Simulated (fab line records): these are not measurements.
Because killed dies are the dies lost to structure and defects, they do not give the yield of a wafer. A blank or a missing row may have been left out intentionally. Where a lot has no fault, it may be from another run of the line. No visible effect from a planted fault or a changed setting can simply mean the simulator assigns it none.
Split-lot study / flow n5Finfet / on a route of 1938 steps: 7 lots, 21 wafers read

## ABOUT THE SPLIT
At N5_BEOL_M9_EXPOSE_25 (exposes mask V8), the setting doseMj was moved away from the recipe's 37.25 on 9 of the 21 wafers read, by -7.5% to +7.1%. For the rest of the wafers, this setting stayed at what the recipe calls for.

## FROM THE SPLIT TO THE READING: what the file shows between them, 2 steps
- N5_BEOL_M9_PEB_26: peb time 60 s
- N5_BEOL_M9_DEVELOP_27: develop time 30 s

## THE READING
cdNm (nm) at N5_BEOL_M9_CD_MEAS_28, where the cd target is 70 nm. On this fab line, fault-free wafers typically give 69.9 nm with a standard deviation of 0.37 nm.

wafer=L074.2; tool, chamber at the split=euvScanner-02, 0; doseMj as run=37.25; against the recipe=recipe; cdNm, nm=70.4; against lot-mates on the recipe=-
wafer=L074.3; tool, chamber at the split=euvScanner-02, 0; doseMj as run=37.25; against the recipe=recipe; cdNm, nm=70.1; against lot-mates on the recipe=-
wafer=L074.6; tool, chamber at the split=euvScanner-02, 0; doseMj as run=37.25; against the recipe=recipe; cdNm, nm=70.4; against lot-mates on the recipe=-
wafer=L079.2; tool, chamber at the split=euvScanner-02, 0; doseMj as run=39.9; against the recipe=+7.1%; cdNm, nm=71.5; against lot-mates on the recipe=+1.3
wafer=L079.4; tool, chamber at the split=euvScanner-02, 0; doseMj as run=39.9; against the recipe=+7.1%; cdNm, nm=71.7; against lot-mates on the recipe=+1.5
wafer=L079.6; tool, chamber at the split=euvScanner-02, 0; doseMj as run=37.25; against the recipe=recipe; cdNm, nm=70.2; against lot-mates on the recipe=-
wafer=L089.1; tool, chamber at the split=euvScanner-01, 0; doseMj as run=37.25; against the recipe=recipe; cdNm, nm=70.4; against lot-mates on the recipe=-
wafer=L089.2; tool, chamber at the split=euvScanner-01, 0; doseMj as run=35.06; against the recipe=-5.9%; cdNm, nm=68.6; against lot-mates on the recipe=-1.8
wafer=L089.6; tool, chamber at the split=euvScanner-01, 0; doseMj as run=35.06; against the recipe=-5.9%; cdNm, nm=68.9; against lot-mates on the recipe=-1.5
wafer=L084.2; tool, chamber at the split=euvScanner-02, 0; doseMj as run=39.01; against the recipe=+4.7%; cdNm, nm=70.8; against lot-mates on the recipe=+0.9
wafer=L084.3; tool, chamber at the split=euvScanner-02, 0; doseMj as run=37.25; against the recipe=recipe; cdNm, nm=69.9; against lot-mates on the recipe=-
wafer=L084.6; tool, chamber at the split=euvScanner-02, 0; doseMj as run=39.01; against the recipe=+4.7%; cdNm, nm=71.3; against lot-mates on the recipe=+1.4
wafer=L092.1; tool, chamber at the split=euvScanner-01, 0; doseMj as run=35.44; against the recipe=-4.9%; cdNm, nm=68.7; against lot-mates on the recipe=-0.7
wafer=L092.3; tool, chamber at the split=euvScanner-01, 0; doseMj as run=35.44; against the recipe=-4.9%; cdNm, nm=68.7; against lot-mates on the recipe=-0.7
wafer=L092.6; tool, chamber at the split=euvScanner-01, 0; doseMj as run=37.25; against the recipe=recipe; cdNm, nm=69.4; against lot-mates on the recipe=-
wafer=L091.1; tool, chamber at the split=euvScanner-01, 0; doseMj as run=37.25; against the recipe=recipe; cdNm, nm=69.2; against lot-mates on the recipe=-
wafer=L091.2; tool, chamber at the split=euvScanner-01, 0; doseMj as run=34.47; against the recipe=-7.5%; cdNm, nm=67.5; against lot-mates on the recipe=-1.8
wafer=L091.5; tool, chamber at the split=euvScanner-01, 0; doseMj as run=37.25; against the recipe=recipe; cdNm, nm=69.4; against lot-mates on the recipe=-
wafer=L096.2; tool, chamber at the split=euvScanner-02, 0; doseMj as run=37.25; against the recipe=recipe; cdNm, nm=69.7; against lot-mates on the recipe=-
wafer=L096.4; tool, chamber at the split=euvScanner-02, 0; doseMj as run=37.25; against the recipe=recipe; cdNm, nm=69.2; against lot-mates on the recipe=-
wafer=L096.5; tool, chamber at the split=euvScanner-02, 0; doseMj as run=37.25; against the recipe=recipe; cdNm, nm=69.4; against lot-mates on the recipe=-

THE FIT
A straight line over all 21 wafers: cdNm changes by +0.245 nm for each +1% of doseMj; r = +0.92; the points scatter about the line by 0.41 nm.
The same after taking each lot's own level away (the mean of its wafers on the recipe; 21 wafers): +0.221 nm for each +1%; r = +0.97; scatter 0.23 nm.
The reading moves by 1.7 nm for the largest change in doseMj, on that fit.
The span of the lots' own levels, 69.30 to 70.40 nm, comes to 3.0 times the standard deviation stated above.
In other words, the slope is changed by the lot-to-lot level; the two fits disagree.
Check: with one of the wafers moved furthest among these (-7.5%) left out of the fit, the line predicts -1.63 nm for it against its lot-mates. Against them it came out at -1.8 nm.

## FILE'S OWN FIT
cdNm changes by +0.221 nm for each +1% of doseMj, r = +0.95.
